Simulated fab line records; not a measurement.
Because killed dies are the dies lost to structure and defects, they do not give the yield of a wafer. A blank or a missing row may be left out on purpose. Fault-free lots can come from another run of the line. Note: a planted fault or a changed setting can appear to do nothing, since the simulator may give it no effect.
A struck lot beside a sound one    flow nandHarc    13 out of 1302 route steps
Sound: the wafers L562.1, L562.4, L562.6. Wafers struck: L571.2, L571.3, L571.6. The cause is given at the end.
For every step that has rows: the tool of each side, followed by ch and its chambers, followed by its first start. Under that, the readings that differ: sound wafers    struck wafers    difference of the means    sigmas: that difference in standard deviations of wafers without a fault.
alike: same words and numbers on both sides, and readings whose means sit less than 2 such deviations apart. not compared: any withheld reading, any reading some wafer has no value for, any bound like >300 that may hide the same value, and any number with overlapping values for which the record gives no deviation.
The two part at a step that has a row with sigmas, a row that says differs or no value, or rows on one side only. Non-overlapping numbers with no deviation appear without sigmas and do not part them. Lack of a reading on every wafer of one side parts them only where that side has two or more wafers.

NHARC_A_CHANNEL_FILL_D2_CMP_10: polishes, target thk 150 nm.
  sound on cmp-03 ch 0,1,2, day 18 09:01; struck on cmp-03 ch 0,2,3, day 22 09:34
  alike: edgeZonePressureFrac, motorCurrentA, retainingRingPressureFrac, timeToEndpointS
after that, 1 step had no rows for these wafers: NHARC_A_CHANNEL_FILL_D2_SRD_12.
NHARC_A_CHANNEL_FILL_D2_RTA_24: time 5 s.
  sound on rtpAnneal-01 ch 0, day 18 09:25; struck on rtpAnneal-01 ch 0, day 22 09:59
  alike: lampPowerPct, lamp_zone_2_pct, wafer_temp_C_max
NHARC_A_CHANNEL_FILL_D2_INSPECT_13:
  sound: defectInspect-01 at day 18 09:37; struck: defectInspect-02 at day 22 10:10
  alike: rawDefectCount
NHARC_A_STAIRCASE_DEP_156: deposits SiNx, target thk 50 nm.
  sound on pecvd-04 ch 0,1,2, day 18 09:44; struck on pecvd-01 ch 0,1,2, day 22 10:14
  alike: heaterPowerW
then, 5 steps without rows for these wafers: NHARC_A_STAIRCASE_DEHYDRATE_158 (time 120 s); NHARC_A_STAIRCASE_HMDS_159 (time 30 s); NHARC_A_STAIRCASE_COAT_160; NHARC_A_STAIRCASE_SOFTBAKE_161 (time 170 s); NHARC_A_STAIRCASE_EBR_162.
NHARC_A_STAIRCASE_EXPOSE_163: exposes mask STAIR OPEN.
  sound on krfScanner-01 ch 0, day 18 10:17; struck on krfScanner-03 ch 0, day 22 10:43
reading            sound                 struck                difference  sigmas
exposureDoseMJCm2  20.016 20.028 20.010  21.787 21.804 21.790  +1.776      +93
  alike: mask
then, 1 step without rows for these wafers: NHARC_A_STAIRCASE_PEB_164 (peb time 130 s).
-- record jumps: 9 days between struck wafers' starts before vs after; left off in module A_STAIRCASE, resumes in module END, first step shown is number 1302 of the route --
NHARC_END_SORT_01:
  sound on prober-02 ch 0, day 27 12:43; struck on prober-01 ch 0, day 31 11:25
  alike: killedAtArray, killedAtOther, killedAtPeriphery, killedDies, killedOpen, killedShort

## WHERE THEY PART
Only at NHARC_A_STAIRCASE_EXPOSE_163, as far as this record shows. Later steps at which nothing parts them and some readings are alike: NHARC_END_SORT_01.

WHY: what the simulator had put in
Process parameter drift: krfScanner-03, from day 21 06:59 on, at NHARC_A_STAIRCASE_EXPOSE_163. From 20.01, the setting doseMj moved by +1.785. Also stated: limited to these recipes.
